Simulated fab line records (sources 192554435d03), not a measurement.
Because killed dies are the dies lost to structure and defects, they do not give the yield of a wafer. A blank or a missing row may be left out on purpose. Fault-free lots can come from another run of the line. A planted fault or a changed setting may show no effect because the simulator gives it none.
Chamber matching + flow n5-finfet + ald-metal-04 running N5_HKMG_FIN_ALD_71: 4 sister chambers
The step deposits TiN, target thk 1 nm, pulse time 1 s, purge time 3 s. 8 wafers are shown with their chamber, then 8 later ones without.

== WAFERS PAIRED WITH THEIR CHAMBERS ==
| wafer  | chamber | heater-power-w (W) | precursor-pulse-height-rel |
|--------|---------|--------------------|----------------------------|
| L084.2 | 2       | 811                | 1.013                      |
| L085.3 | 0       | 766                | 1.020                      |
| L085.6 | 0       | 781                | 0.982                      |
| L086.1 | 2       | 781                | 0.990                      |
| L090.1 | 3       | 910                | 1.017                      |
| L090.4 | 1       | 911                | 0.991                      |
| L090.5 | 1       | 936                | 1.004                      |
| L092.1 | 3       | 926                | 0.981                      |

== WAFERS WHOSE CHAMBER IS MISSING ==
| wafer  | heater-power-w (W) | precursor-pulse-height-rel |
|--------|--------------------|----------------------------|
| L092.2 | 940                | 1.014                      |
| L092.5 | 892                | 0.955                      |
| L096.1 | 767                | 1.020                      |
| L096.2 | 919                | 0.979                      |
| L096.3 | 792                | 0.993                      |
| L097.4 | 900                | 1.008                      |
| L097.5 | 940                | 1.025                      |
| L097.6 | 765                | 0.970                      |

== CHAMBER TAKEN BY EACH ==
| wafer  | from the rows above     | in truth |
|--------|-------------------------|----------|
| L092.2 | can't be placed: 1 or 3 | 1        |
| L092.5 | can't be placed: 3 or 1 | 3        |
| L096.1 | can't be placed: 0 or 2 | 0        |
| L096.2 | can't be placed: 1 or 3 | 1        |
| L096.3 | can't be placed: 2 or 0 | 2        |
| L097.4 | can't be placed: 3 or 1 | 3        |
| L097.5 | can't be placed: 1 or 3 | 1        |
| L097.6 | can't be placed: 0 or 2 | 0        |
Correctly placed: 0 of 8. Can't be placed from these rows: 8 (the true chamber is among the candidates in 8). Placed wrongly: 0.
How it was worked out, from the rows above alone: a wafer's distance from a chamber is the root of the sum, over the readings, of the square of ((its reading less the chamber's mean) divided by the reading's scatter). If the next closest chamber is less than 2 further off than the closest, the wafer can't be placed; otherwise it belongs to the closest. Each chamber's mean is taken over the wafers shown for it. The scatter: the root of (the sum of the squares of (reading less its chamber's mean) over the shown wafers, divided by (wafers less chambers)).
